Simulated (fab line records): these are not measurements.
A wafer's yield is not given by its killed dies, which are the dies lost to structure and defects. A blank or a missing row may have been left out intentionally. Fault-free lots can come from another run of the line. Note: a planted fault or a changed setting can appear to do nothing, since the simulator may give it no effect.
Split-lot experiment	flow n5-finfet	39 wafers read from 7 lots, route of 1938 steps

== SPLIT DETAILS ==
At N5_MOL_CONTACT_COAG_ALD_133 (deposits SiO2, target thk 5 nm, pulse time 1 s, co reactant pulse time 1 s), the setting ald-cycles was moved away from the recipe's 35 on 18 of the 39 wafers read, by -17.1% to +17.1%. The other wafers ran this setting at the recipe's value.

The split's own step is where the reading is taken.

== THE READING ==
SiO2_of_MOL_CONTACT_COAG_ALD_133.thk-nm (the simulator's own value, which no gauge read), in nm, at N5_MOL_CONTACT_COAG_ALD_133 (deposits SiO2, target thk 5 nm, pulse time 1 s, co reactant pulse time 1 s). The file gives no usual value for it.

wafer	tool, chamber at the split	ald-cycles as run	against the recipe	SiO2_of_MOL_CONTACT_COAG_ALD_133.thk-nm, nm	against lot-mates on the recipe
L074.1	ald-sin-04, 1,3,2	38	+8.6%	5.4	+0.4
L074.5	ald-sin-04, 1,3,2	38	+8.6%	5.4	+0.4
L074.6	ald-sin-04, 1,3,2	38	+8.6%	5.4	+0.4
L074.2	ald-sin-04, 2,0,3	35	recipe	5	-
L074.3	ald-sin-04, 2,0,3	35	recipe	5	-
L074.4	ald-sin-04, 2,0,3	35	recipe	5	-
L076.1	ald-sin-01, 2,0,2	41	+17.1%	5.8	+0.8
L076.2	ald-sin-01, 2,0,2	41	+17.1%	5.8	+0.8
L076.4	ald-sin-01, 2,0,2	41	+17.1%	5.8	+0.8
L076.3	ald-sin-01, 3,0,3	35	recipe	5	-
L076.5	ald-sin-01, 3,0,3	35	recipe	5	-
L076.6	ald-sin-01, 3,0,3	35	recipe	5	-
L077.1	ald-sin-01, 0,3,0	35	recipe	5	-
L077.4	ald-sin-01, 0,3,0	35	recipe	5	-
L077.5	ald-sin-01, 0,3,0	35	recipe	5	-
L077.2	ald-sin-01, 2	33	-5.7%	4.8	-0.2
L077.3	ald-sin-01, 3,2	33	-5.7%	4.6	-0.4
L077.6	ald-sin-01, 3,2	33	-5.7%	4.6	-0.4
L079.1	ald-sin-04, 0,2,2	31	-11.4%	4.4	-0.6
L079.2	ald-sin-04, 0,2,2	31	-11.4%	4.4	-0.6
L079.5	ald-sin-04, 0,2,2	31	-11.4%	4.4	-0.6
L079.3	ald-sin-04, 1,3,3	35	recipe	5	-
L079.4	ald-sin-04, 1,3,3	35	recipe	5	-
L079.6	ald-sin-04, 1,3,3	35	recipe	5	-
L083.2	ald-sin-04, 1,0,3	35	recipe	5	-
L083.5	ald-sin-04, 1,0,3	35	recipe	5	-
L083.6	ald-sin-04, 1,0,3	35	recipe	5	-
L087.1	ald-sin-04, 3	40	+14.3%	5.8	+0.8
L087.2	ald-sin-04, 2,2,3	35	recipe	5	-
L087.4	ald-sin-04, 2,2,3	35	recipe	5	-
L087.6	ald-sin-04, 2,2,3	35	recipe	5	-
L087.3	ald-sin-04, 0	40	+14.3%	5.6	+0.6
L087.5	ald-sin-04, 0	40	+14.3%	5.6	+0.6
L096.1	ald-sin-02, 2,0,1	35	recipe	5	-
L096.3	ald-sin-02, 2,0,1	35	recipe	5	-
L096.4	ald-sin-02, 2,0,1	35	recipe	5	-
L096.2	ald-sin-02, 3,0,3	29	-17.1%	4.2	-0.8
L096.5	ald-sin-02, 3,0,3	29	-17.1%	4.2	-0.8
L096.6	ald-sin-02, 3,0,3	29	-17.1%	4.2	-0.8
If several chambers appear in one row, that row covers several wafers at once and the file leaves open which wafer was in which chamber.

FIT RESULTS
A straight line over all 39 wafers: SiO2_of_MOL_CONTACT_COAG_ALD_133.thk-nm changes by +0.0478 nm for each +1% of ald-cycles; r = +0.99; the points scatter about the line by 0.044 nm.
The same after taking each lot's own level away (the mean of its wafers on the recipe; 39 wafers): +0.0478 nm for each +1%; r = +0.99; scatter 0.044 nm.
On that fit, the largest move of ald-cycles shifts the reading by 0.82 nm.
The lots' own levels span 5.00 to 5.00 nm.
Hence the lot-to-lot level has little effect on the slope; both slopes agree.
Check: for one of the wafers moved furthest among these (+17.1%), held out of the fit, the line's prediction against its lot-mates is +0.811 nm. It came out at +0.8 nm against them.

== FURTHER SPLITS ON THESE WAFERS ==
These wafers also went through other splits before the reading. Each is held against what the fit with the lots' levels taken away leaves over:
other split on the same wafers	wafers away from the commonest value	r with SiO2_of_MOL_CONTACT_COAG_ALD_133.thk-nm (lot level and that fit taken away)
N5_SD_EPI_N_ETCH_35 source-w	15	+0.11
N5_SD_EPI_P_EPI_21 pressure-torr	30	+0.20
N5_HKMG_FIN_ETCH_58 target-depth-a	12	-0.23
N5_HKMG_FIN_ETCH_35 bias-w	12	+0.02

== FILE'S OWN FIT ==
SiO2_of_MOL_CONTACT_COAG_ALD_133.thk-nm changes by +0.0478 nm for each +1% of ald-cycles, r = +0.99.
